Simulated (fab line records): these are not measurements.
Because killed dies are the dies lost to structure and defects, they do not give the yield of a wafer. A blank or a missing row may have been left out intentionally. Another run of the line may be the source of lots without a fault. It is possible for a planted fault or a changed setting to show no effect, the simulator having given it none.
Matching of chambers    flow n5 finfet    4 sister chambers for N5_HKMG_FIN_ALD_21 on ald metal-02
The step deposits TiN, target thk 1.5 nm, pulse time 1 s, purge time 3 s. 8 wafers are shown with their chamber, then 12 later ones without.

## WAFERS, EACH WITH ITS CHAMBER
wafer   chamber  heater power w (W)  precursor pulse height rel
L081.3  2        838                 0.997
L086.2  1        867                 1.037
L088.1  0        976                 0.997
L088.4  1        856                 0.969
L088.5  3        849                 1.001
L089.1  0        1003                1.027
L089.3  3        867                 1.003
L089.6  2        853                 1.028

## WAFERS WITH NO CHAMBER GIVEN
wafer   heater power w (W)  precursor pulse height rel
L091.1  852                 0.956
L091.2  1020                0.952
L091.6  839                 0.981
L092.1  988                 1.027
L092.2  864                 1.028
L092.3  838                 1.006
L094.1  867                 1.017
L094.4  855                 0.986
L094.6  855                 0.989
L096.3  854                 0.971
L096.4  989                 1.025
L096.6  981                 0.993

## WHICH CHAMBER EACH ONE RAN IN
wafer   from the rows above           in truth
L091.1  can't be placed: 3 or 1 or 2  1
L091.2  0                             0
L091.6  can't be placed: 2 or 3 or 1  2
L092.1  0                             0
L092.2  can't be placed: 1 or 3 or 2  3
L092.3  can't be placed: 2 or 3 or 1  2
L094.1  can't be placed: 1 or 3 or 2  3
L094.4  can't be placed: 3 or 1 or 2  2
L094.6  can't be placed: 3 or 1 or 2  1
L096.3  can't be placed: 3 or 1 or 2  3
L096.4  0                             0
L096.6  0                             0
Correct placement for 4 of the 12. Not placeable from these rows: 8 (in 8, the candidates include the true chamber). Wrongly placed: 0.
How it was worked out, from the rows above alone: a wafer's distance from a chamber is the root of the sum, over the readings, of the square of ((its reading less the chamber's mean) divided by the reading's scatter). The wafer belongs to the nearest chamber; if the next one is less than 2 further off, it can't be placed. Each chamber's mean is taken over the wafers shown for it. The scatter: the root of (the sum of the squares of (reading less its chamber's mean) over the shown wafers, divided by (wafers less chambers)).
